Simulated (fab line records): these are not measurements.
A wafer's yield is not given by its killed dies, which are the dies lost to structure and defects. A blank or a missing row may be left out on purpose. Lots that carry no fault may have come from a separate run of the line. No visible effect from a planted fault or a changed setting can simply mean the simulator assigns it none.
A lot that was struck, set against a sound lot | flow nand-harc | 17 out of 1159 route steps
Sound: wafers L811.1, L811.2, L811.6. Struck: wafers L818.3, L818.4, L818.5. The cause is named last.
Per side, at each step with rows, come the tool, then ch with its chambers, and then its first start. Under that, the readings that differ: sound wafers | struck wafers | difference of the means | sigmas: that difference in standard deviations of wafers without a fault.
alike: readings whose means differ by less than 2 such deviations, and words and numbers that are the same on both sides. not compared: withheld readings, readings that some wafer has no value for, bounds like >300 that may hide the same value, and numbers for which the record gives no deviation and whose values overlap.
The two part at a step that has a row with sigmas, a row that says differs or no value, or rows on one side only. Numbers that have no deviation but don't overlap get no sigmas and don't part them. A reading missing from all wafers of one side parts the sides only when that side holds two or more wafers.

NHARC_A_SGD_CUT_ETCH_15: etches the open film in CH3F/O2, target depth 75 nm, time 64.3 s.
  sound: rie-diel-10 ch 0,3; struck: rie-diel-10 ch 1,2,3
  alike: chamber-pressure-mTorr, drypump-motor-current-A, oes-product-au, rf-vpp-V, showerhead-plenum-p-Torr, throttle-valve-pct
  not compared: rf-hours-counter-h
then, 2 steps without rows for these wafers: NHARC_A_SGD_CUT_ETCH_16 (etches the open film in C4F8/O2/Ar, target depth 310.5 nm, time 155.2 s); NHARC_A_SGD_CUT_STRIP_60 (strips in C4F8/O2/Ar).
NHARC_A_SGD_CUT_STRIP_17: strips in O2.
  sound: rie-diel-10 ch 1,2,3; struck: rie-diel-10 ch 0,1,2
  alike: chamber-pressure-mTorr, drypump-motor-current-A, oes-product-au, rf-vpp-V, showerhead-plenum-p-Torr, throttle-valve-pct
  not compared: rf-hours-counter-h
then, 4 steps without rows for these wafers: NHARC_A_SGD_CUT_PRECLEAN_18 (cleans in SC1); NHARC_A_SGD_CUT_SRD_19; NHARC_A_SGD_CUT_DEP_20 (deposits SiO2, target thk 150 nm); NHARC_A_SGD_CUT_ANNEAL_27 (time 1800 s).
NHARC_A_SGD_CUT_CMP_21: polishes, target thk 148.19 nm.
  sound on cmp-04 ch 0,1,2, day 16 11:56; struck on cmp-02 ch 1,2, day 18 10:07
  alike: motor-current-A, time-to-endpoint-s
NHARC_A_SGD_CUT_THK_MEAS_22: measures by ellipsometry.
  sound on film-metro-01 at day 16 12:12; struck on film-metro-02 at day 18 10:20
  alike: thk-nm
then, 2 steps without rows for these wafers: NHARC_A_SGD_CUT_SRD_23; NHARC_A_SGD_CUT_ETCH_26 (etches SiO2 in dHF, target depth 45.8 nm).
NHARC_A_SGD_CUT_ETCHBACK_24: etches the open film in CH3F/O2, target depth 50 nm, time 92.857 s.
  sound on rie-diel-10 ch 0,2,3, day 16 12:25; struck on rie-diel-07 ch 1,2, day 18 10:34
  reading               | sound          | struck         | difference | sigmas
  oes-product-au (a.u.) | 0.92 0.92 0.92 | 1.02 1.02 1.00 | +0.09      | +3
  alike: chamber-pressure-mTorr, drypump-motor-current-A, rf-vpp-V, showerhead-plenum-p-Torr, throttle-valve-pct
  not compared: rf-hours-counter-h
NHARC_A_SGD_CUT_STRIP_28: strips in O2, time 20 s.
  sound on rie-diel-10 ch 0,2, day 16 12:36; struck on rie-diel-07 ch 1,3, day 18 10:44
  alike: chamber-pressure-mTorr, drypump-motor-current-A, oes-product-au, rf-vpp-V, showerhead-plenum-p-Torr, throttle-valve-pct
  not compared: rf-hours-counter-h
NHARC_A_SGD_CUT_INSPECT_25:
  sound on defect-inspect-02 at day 16 12:42; struck on defect-inspect-02 at day 18 10:50
  reading          | sound       | struck         | difference | sigmas
  raw-defect-count | 422 321 324 | 1098 1147 1347 | +842       | +9
NHARC_A_SLIT_DEP_25: deposits SiO2, target thk 200 nm.
  sound on pecvd-02 ch 1,2, day 16 12:49; struck on pecvd-02 ch 0,2, day 18 11:02
  alike: heater-power-outer-w, heater-power-w, showerhead-vpp-V, throttle-valve-pct
-- record jumps: 5 days between struck wafers' starts before vs after; left off in module A_SLIT, resumes in module END, first step shown is number 1159 of the route --
NHARC_END_SORT_01:
  only the struck wafers appear in the record here, on prober-02 ch 0 at day 23 21:19; the sound ones have no rows

WHERE THEY PART
At NHARC_A_SGD_CUT_ETCHBACK_24 first; at NHARC_END_SORT_01 last (within this record only).

WHY: the cause the simulator had injected
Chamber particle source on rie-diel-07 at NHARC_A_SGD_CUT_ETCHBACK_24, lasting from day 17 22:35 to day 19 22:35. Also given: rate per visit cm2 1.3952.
